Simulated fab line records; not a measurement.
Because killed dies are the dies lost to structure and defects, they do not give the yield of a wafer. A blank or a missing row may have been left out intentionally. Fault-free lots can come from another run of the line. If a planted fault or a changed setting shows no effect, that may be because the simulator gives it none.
Chamber matching -- flow n5_finfet -- rie_diel-01 running N5_FIN_SAQP_DESCUM_21: 4 sister chambers
The step chemistry O2, time 7.9 s. 8 wafers are shown with their chamber, then 10 later ones without.

EACH WAFER AND ITS CHAMBER
wafer,chamber,drypump_motor_current_A (A),throttle_valve_pct (%)
L077.6,2,5.8,20.9
L082.1,3,6.1,20.0
L082.4,1,6.4,20.7
L082.5,3,6.1,20.0
L088.1,2,5.8,20.6
L088.3,1,6.3,20.7
L092.2,0,4.8,20.7
L092.4,0,4.8,20.7

WAFERS MISSING THEIR CHAMBER
wafer,drypump_motor_current_A (A),throttle_valve_pct (%)
L092.6,6.3,20.7
L095.4,5.8,20.6
L095.5,6.1,20.0
L095.6,4.8,20.8
L096.1,5.8,20.6
L096.3,6.3,20.7
L096.5,6.3,20.7
L097.2,4.9,20.8
L097.3,6.1,20.0
L097.6,4.9,20.7

WHICH CHAMBER EACH WENT THROUGH
wafer,from the rows above,in truth
L092.6,1,1
L095.4,2,2
L095.5,3,3
L095.6,0,0
L096.1,2,2
L096.3,1,1
L096.5,1,1
L097.2,0,0
L097.3,3,3
L097.6,0,0
Placed correctly: 10 of 10. From these rows, 0 cannot be placed. Wrongly placed: 0.
How it was worked out, from the rows above alone: a wafer's distance from a chamber is the root of the sum, over the readings, of the square of ((its reading less the chamber's mean) divided by the reading's scatter). If the next closest chamber is less than 2 further off than the closest, the wafer can't be placed; otherwise it belongs to the closest. A chamber's mean is the mean of its shown wafers. The scatter: the root of (the sum of the squares of (reading less its chamber's mean) over the shown wafers, divided by (wafers less chambers)).
